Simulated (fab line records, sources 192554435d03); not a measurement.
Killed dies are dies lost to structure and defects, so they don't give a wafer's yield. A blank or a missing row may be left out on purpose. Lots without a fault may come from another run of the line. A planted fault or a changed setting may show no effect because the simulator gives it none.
One fault seen from 2 desks | flow n5_finfet | each desk has only its own numbers; what lay behind them comes last

THE METROLOGY DESK
What the gauges read, lot by lot, whatever tool the lot ran on: means of the sampled wafers that have a number. A lot is out of limits, marked OUT, if its mean lies more than 4 standard deviations from the usual mean; the brackets give that distance. Of its 12 readings 7 are shown: the one that was out of limits first, and those that lie furthest out on some lot.
Columns: A = trench_depth_nm at N5_BEOL_M0_OCD_MEAS_108, usual 32.9 nm; B = M1_ILD_THK at N5_BEOL_M1_THK_MEAS_01, usual 79.1 nm; C = DIBL_N at N5_BEOL_M4_RC_MEAS_101, usual 36.5 mV/V; D = ION_N at N5_BEOL_M4_RC_MEAS_101, usual 674 uA/um; E = SS_N at N5_BEOL_M4_RC_MEAS_101, usual 71.6 mV/dec; F = VT_N at N5_BEOL_M4_RC_MEAS_101, usual 250 mV; G = VT_P at N5_BEOL_M4_RC_MEAS_101, usual -250 mV
lot  | first seen here | A    | B               | C    | D   | E    | F   | G
L120 | day 5 23:28     | 32.9 | 79.1            | 35.7 | 681 | 71.4 | 248 | -247
L122 | day 6 08:38     | 31.6 | 80.2            | 36.0 | 678 | 70.8 | 252 | -253
L125 | day 7 01:51     | 33.0 | 79.0            | 34.6 | 673 | 70.9 | 253 | -253
L126 | day 7 22:27     | 32.9 | 79.5            | 37.2 | 675 | 72.0 | 251 | -251
L128 | day 7 23:52     | 32.6 | 79.1            | 34.8 | 657 | 71.3 | 251 | -252
L138 | day 10 07:23    | 34.3 | 66.5 (-9.7) OUT | 39.0 | 664 | 72.7 | 250 | -252
L140 | day 10 16:59    | 32.4 | 66.9 (-9.4) OUT | 37.1 | 682 | 72.2 | 248 | -250
L142 | day 11 14:20    | 32.5 | 77.9            | 36.1 | 679 | 71.3 | 250 | -248
L143 | day 11 21:47    | 32.9 | 78.0            | 35.8 | 667 | 71.5 | 255 | -255
This desk's finding: out of limits on L138, L140; first on L138, day 10 10:03 (M1_ILD_THK at N5_BEOL_M1_THK_MEAS_01). In limits: L120, L122, L125, L126, L128, L142, L143.

THE TOOL OWNER'S DESK: pecvd-03
The tool's own readings at N5_BEOL_M1_ILD_DEP_00 (deposits SiOC from DEMS/O2, target thk 79 nm, time 15.3 s): means of the sampled wafers that have a number, for each lot that ran on this tool. A lot is out of limits, marked OUT, if its mean lies more than 4 standard deviations from the usual mean; the brackets give that distance.
Columns: A = heater_power_w at N5_BEOL_M1_ILD_DEP_00, usual 531 W; B = showerhead_plenum_p_Torr at N5_BEOL_M1_ILD_DEP_00, usual 5.699 Torr; C = throttle_valve_pct at N5_BEOL_M1_ILD_DEP_00, usual 12.0 %
lot  | first seen here | A   | B     | C
L120 | day 6 03:14     | 597 | 5.697 | 12.2
L122 | day 6 11:47     | 686 | 5.704 | 12.6
L125 | day 7 04:59     | 612 | 5.712 | 12.0
L138 | day 10 09:59    | 638 | 5.684 | 11.6
L140 | day 10 21:25    | 611 | 5.698 | 12.3
This desk's finding: nothing out of limits on any of the 5 lots.

PUT TOGETHER
The metrology desk could have raised an alarm at day 10 10:03, on L138, L140.
The tool owner's desk saw nothing out of limits.
The tool owner's desk has L138, L140 on record, within its limits.
Of the lots named, all ran N5_BEOL_M1_ILD_DEP_00 on pecvd-03.

WHAT THE SIMULATOR HAD PUT IN
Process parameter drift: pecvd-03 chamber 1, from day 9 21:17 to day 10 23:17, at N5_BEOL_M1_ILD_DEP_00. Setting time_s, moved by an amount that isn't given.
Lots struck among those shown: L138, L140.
Hours from the fault's start to each desk's first reading out of limits: the metrology desk, 13.
